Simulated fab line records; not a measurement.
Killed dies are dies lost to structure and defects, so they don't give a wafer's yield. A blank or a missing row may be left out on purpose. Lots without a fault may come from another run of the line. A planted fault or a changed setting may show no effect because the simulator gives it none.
Chamber matching :: flow nand harc :: NHARC_A_STAIRCASE_DEP_259 on pecvd-04 has 3 sister chambers
The step deposits SiON, target thk 30 nm. 3 wafers are shown with their chamber, then 11 later ones without.

## WAFERS WITH THEIR CHAMBER
wafer: L087.2
chamber: 0
heater power w (W): 793

wafer: L087.5
chamber: 1
heater power w (W): 756

wafer: L089.2
chamber: 2
heater power w (W): 636

## WAFERS WHOSE CHAMBER IS MISSING
wafer: L089.3
heater power w (W): 661

wafer: L089.4
heater power w (W): 691

wafer: L092.1
heater power w (W): 763

wafer: L092.3
heater power w (W): 541

wafer: L092.6
heater power w (W): 553

wafer: L095.1
heater power w (W): 586

wafer: L095.3
heater power w (W): 802

wafer: L095.5
heater power w (W): 760

wafer: L093.1
heater power w (W): 841

wafer: L093.4
heater power w (W): 551

wafer: L093.6
heater power w (W): 828

## THE CHAMBER EACH PASSED THROUGH
wafer: L089.3
from the rows above: can't be placed: 2 or 1 or 0
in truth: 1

wafer: L089.4
from the rows above: can't be placed: 2 or 1 or 0
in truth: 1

wafer: L092.1
from the rows above: can't be placed: 1 or 0
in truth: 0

wafer: L092.3
from the rows above: 2
in truth: 2

wafer: L092.6
from the rows above: 2
in truth: 2

wafer: L095.1
from the rows above: 2
in truth: 2

wafer: L095.3
from the rows above: can't be placed: 0 or 1
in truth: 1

wafer: L095.5
from the rows above: can't be placed: 1 or 0
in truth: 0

wafer: L093.1
from the rows above: can't be placed: 0 or 1
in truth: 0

wafer: L093.4
from the rows above: 2
in truth: 2

wafer: L093.6
from the rows above: can't be placed: 0 or 1
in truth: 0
4 of 11 placed correctly. Can't be placed from these rows: 7 (the true chamber is among the candidates in 7). Placed wrongly: 0.
How it was worked out, from the rows above alone: a wafer's distance from a chamber is the root of the sum, over the readings, of the square of ((its reading less the chamber's mean) divided by the reading's scatter). The wafer belongs to the nearest chamber; if the next one is less than 2 further off, it can't be placed. The mean given for a chamber averages the wafers shown for that chamber. The scatter (one wafer shown for each chamber): square how far every hidden wafer sits from the nearest shown wafer, average those squares and take the square root.
